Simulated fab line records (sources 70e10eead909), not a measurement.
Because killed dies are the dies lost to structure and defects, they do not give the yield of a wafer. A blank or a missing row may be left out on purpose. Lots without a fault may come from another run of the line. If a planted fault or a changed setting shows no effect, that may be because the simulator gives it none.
Which tool is to blame? :: flow nand-harc :: 6 lots, 18 wafers sampled, at 3 steps of a route of 1302

== WHAT THE GAUGES READ, wafer by wafer ==
NHARC_A_DECK1_JOINT_THK_MEAS_17: measures by ellipsometry.
lot: L693
measured: day 12 20:08
on: film-metro-01
thk-nm (nm): 44.0 45.9 45.4

lot: L698
measured: day 15 00:45
on: film-metro-02
thk-nm (nm): 44.8 46.0 46.6

lot: L700
measured: day 15 14:47
on: film-metro-02
thk-nm (nm): 43.8 42.7 44.3

lot: L711
measured: day 20 07:03
on: film-metro-01
thk-nm (nm): 44.8 45.3 44.0

lot: L713
measured: day 20 23:58
on: film-metro-01
thk-nm (nm): 31.9 30.4 32.2

lot: L715
measured: day 21 23:43
on: film-metro-01
thk-nm (nm): 43.9 44.7 46.5

== TOOL THAT RAN EACH LOT (tool first, then ch and the chambers of the sampled wafers, then the start) ==
lot: L693
NHARC_A_CHANNEL_FILL_D1_STRIP_29: rie-diel-11 ch 1,3, day 12 19:51 or earlier
NHARC_A_DECK1_JOINT_DEP_16: pecvd-03 ch 1,2, day 12 19:51

lot: L698
NHARC_A_CHANNEL_FILL_D1_STRIP_29: rie-diel-11 ch 1,2,3, day 15 00:25 or earlier
NHARC_A_DECK1_JOINT_DEP_16: pecvd-04 ch 0,1, day 15 00:25

lot: L700
NHARC_A_CHANNEL_FILL_D1_STRIP_29: rie-diel-03 ch 0,1,2, day 15 14:31 or earlier
NHARC_A_DECK1_JOINT_DEP_16: pecvd-04 ch 0,1, day 15 14:31

lot: L711
NHARC_A_CHANNEL_FILL_D1_STRIP_29: rie-diel-03 ch 0,1,3, day 20 06:48 or earlier
NHARC_A_DECK1_JOINT_DEP_16: pecvd-03 ch 0,1,2, day 20 06:48

lot: L713
NHARC_A_CHANNEL_FILL_D1_STRIP_29: rie-diel-03 ch 1,2,3, day 20 23:41 or earlier
NHARC_A_DECK1_JOINT_DEP_16: pecvd-04 ch 1,2, day 20 23:41

lot: L715
NHARC_A_CHANNEL_FILL_D1_STRIP_29: rie-diel-11 ch 0,3, day 21 23:29 or earlier
NHARC_A_DECK1_JOINT_DEP_16: pecvd-03 ch 0,1, day 21 23:29
- NHARC_A_CHANNEL_FILL_D1_STRIP_29: strips in O2, time 20 s.
- NHARC_A_DECK1_JOINT_DEP_16: deposits SiO2, target thk 45 nm.

== THE ANSWER, worked out from the rows above alone ==
Rule: the lots themselves supply what counts as usual. Put in order of their means at a reading, lots are off if they are a third of the lots or fewer, leave a main group of 4 or more, and stand apart from it by a gap of 3 or more times the standard deviation of the main group's means; of several such gaps the widest counts. The tables above print the reading to a certain number of digits; a main group whose means all agree to those digits is not used. A lot without any number at a reading at which 4 lots or more have one is off too. All remaining lots with rows at the step are treated as sound.
Off, at NHARC_A_DECK1_JOINT_THK_MEAS_17 on thk-nm: L713. For the main group the mean is 44.8 nm and the standard deviation 0.72.
A tool fits if, at a process step before that reading, it ran every lot that is off, and no sound lot after the first of them. Those tools and the gauges at NHARC_A_DECK1_JOINT_THK_MEAS_17 are tried in the same way. NHARC_A_CHANNEL_FILL_D1_STRIP_29 gives no start for some lots, so the hours and the order of its lots are those of NHARC_A_DECK1_JOINT_DEP_16. Undecided on this evidence; 2 tools fit (rie-diel-03 at NHARC_A_CHANNEL_FILL_D1_STRIP_29, pecvd-04 at NHARC_A_DECK1_JOINT_DEP_16).

== WHAT WAS PUT IN BY THE SIMULATOR ==
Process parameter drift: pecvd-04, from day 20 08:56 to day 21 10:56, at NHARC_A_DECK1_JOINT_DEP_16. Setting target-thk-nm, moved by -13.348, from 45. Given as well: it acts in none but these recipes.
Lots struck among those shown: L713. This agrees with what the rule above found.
